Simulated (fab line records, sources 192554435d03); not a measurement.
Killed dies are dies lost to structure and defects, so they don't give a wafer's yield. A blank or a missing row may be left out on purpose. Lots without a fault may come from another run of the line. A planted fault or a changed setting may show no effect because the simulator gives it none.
Which tool did it? | flow n5_finfet | 9 lots, 27 wafers sampled, at 1 step of a route of 1938

WHAT THE GAUGES READ, wafer by wafer
N5_MOL_CONTACT_COAG_CD_MEAS_08: target cd 28 nm.
lot  | measured     | on        | cd_nm (nm)
L650 | day 4 22:36  | cd_sem-02 | 27.91 28.54 28.47
L651 | day 5 10:08  | cd_sem-01 | 27.93 27.98 27.69
L652 | day 5 17:17  | cd_sem-03 | 27.84 27.76 28.21
L655 | day 6 07:06  | cd_sem-03 | 28.43 28.11 27.94
L660 | day 7 21:58  | cd_sem-01 | 28.07 27.99 27.79
L662 | day 8 03:25  | cd_sem-03 | 27.82 28.04 27.50
L666 | day 8 23:04  | cd_sem-02 | 28.52 28.52 28.39
L669 | day 9 21:08  | cd_sem-01 | 27.90 28.35 28.00
L671 | day 10 08:40 | cd_sem-03 | 28.25 27.83 27.92

WHICH TOOL RAN EACH LOT (tool, then ch and the chambers of the sampled wafers, then the start)
The record holds no process step before these readings.

THE ANSWER, worked out from the rows above alone
Rule: what is usual is taken from the lots themselves. Put in order of their means at a reading, lots are off if they are a third of the lots or fewer, leave a main group of 4 or more, and stand apart from it by a gap of 3 or more times the standard deviation of the main group's means; of several such gaps the widest counts. A main group whose means are all the same, to the digits that the tables above print for the reading, isn't used. A lot without any number at a reading at which 4 lots or more have one is off too. The other lots that the step has rows for count as sound.
No lot is off at any reading shown: from this, nothing can be told.

WHAT THE SIMULATOR HAD PUT IN
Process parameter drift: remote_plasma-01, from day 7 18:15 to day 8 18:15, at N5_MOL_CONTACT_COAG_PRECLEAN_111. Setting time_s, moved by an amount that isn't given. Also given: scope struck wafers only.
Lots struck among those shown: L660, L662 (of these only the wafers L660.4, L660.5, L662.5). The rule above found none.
